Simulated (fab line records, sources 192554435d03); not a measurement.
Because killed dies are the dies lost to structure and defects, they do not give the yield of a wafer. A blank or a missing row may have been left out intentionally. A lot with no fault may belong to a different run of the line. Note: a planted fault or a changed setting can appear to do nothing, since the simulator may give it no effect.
Matching of chambers + flow n5 finfet + 4 sister chambers for N5_BEOL_M11_DESCUM_16 on rie diel-01
The step chemistry O2, time 7.9 s. 18 wafers are shown with their chamber, then 9 later ones without.

WAFERS, EACH WITH ITS CHAMBER
| wafer  | chamber | showerhead plenum p Torr (Torr) | throttle valve pct (%) | drypump motor current A (A) |
|--------|---------|---------------------------------|------------------------|-----------------------------|
| L074.1 | 1       | 1.98                            | 20.78                  | 5.1                         |
| L074.5 | 0       | 2.23                            | 20.44                  | 5.3                         |
| L074.6 | 2       | 2.04                            | 20.29                  | 5.5                         |
| L077.1 | 2       | 2.04                            | 20.31                  | 5.5                         |
| L077.3 | 3       | 2.15                            | 20.12                  | 5.6                         |
| L077.6 | 0       | 2.23                            | 20.44                  | 5.3                         |
| L083.3 | 3       | 2.15                            | 20.15                  | 5.6                         |
| L083.4 | 0       | 2.23                            | 20.45                  | 5.4                         |
| L083.5 | 3       | 2.15                            | 20.15                  | 5.6                         |
| L082.2 | 3       | 2.15                            | 20.14                  | 5.6                         |
| L082.3 | 1       | 1.97                            | 20.82                  | 5.1                         |
| L082.6 | 0       | 2.23                            | 20.47                  | 5.3                         |
| L085.1 | 1       | 1.97                            | 20.85                  | 5.1                         |
| L085.4 | 2       | 2.03                            | 20.34                  | 5.4                         |
| L085.6 | 2       | 2.03                            | 20.32                  | 5.4                         |
| L090.1 | 2       | 2.03                            | 20.33                  | 5.5                         |
| L090.2 | 3       | 2.14                            | 20.18                  | 5.6                         |
| L090.6 | 0       | 2.22                            | 20.50                  | 5.3                         |

SIGNATURES (means of the wafers above)
| reading                  | chamber 0 | chamber 1 | chamber 2 | chamber 3 | scatter within a chamber |
|--------------------------|-----------|-----------|-----------|-----------|--------------------------|
| showerhead plenum p Torr | 2.2280    | 1.9733    | 2.0340    | 2.1480    | 0.00498                  |
| throttle valve pct       | 20.4600   | 20.8167   | 20.3180   | 20.1480   | 0.0245                   |
| drypump motor current A  | 5.320     | 5.100     | 5.460     | 5.600     | 0.0378                   |
Rule: distance of a wafer from a chamber = root of the sum over the readings of ((wafer's reading minus chamber's mean) / reading's scatter) squared. If the next closest chamber is less than 2 further off than the closest, the wafer can't be placed; otherwise it belongs to the closest. How the scatter is found: for the shown wafers, subtract from each reading the mean of its chamber, square and add these, divide the total by (wafers less chambers), then take the root.

WAFERS WITHOUT THEIR CHAMBER
| wafer  | showerhead plenum p Torr (Torr) | throttle valve pct (%) | drypump motor current A (A) |
|--------|---------------------------------|------------------------|-----------------------------|
| L092.2 | 2.03                            | 20.34                  | 5.5                         |
| L092.4 | 2.14                            | 20.17                  | 5.6                         |
| L092.6 | 2.03                            | 20.36                  | 5.5                         |
| L095.1 | 1.97                            | 20.86                  | 5.1                         |
| L095.2 | 2.03                            | 20.34                  | 5.5                         |
| L095.4 | 2.14                            | 20.17                  | 5.6                         |
| L097.1 | 2.14                            | 20.19                  | 5.6                         |
| L097.4 | 2.02                            | 20.35                  | 5.4                         |
| L097.5 | 2.21                            | 20.51                  | 5.3                         |

WHICH CHAMBER EACH ONE RAN IN
| wafer  | from the rows above | in truth |
|--------|---------------------|----------|
| L092.2 | 2                   | 2        |
| L092.4 | 3                   | 3        |
| L092.6 | 2                   | 2        |
| L095.1 | 1                   | 1        |
| L095.2 | 2                   | 2        |
| L095.4 | 3                   | 3        |
| L097.1 | 3                   | 3        |
| L097.4 | 2                   | 2        |
| L097.5 | 0                   | 0        |
Correct placement for 9 of the 9. Left unplaced by these rows: 0. Wrongly placed: 0.
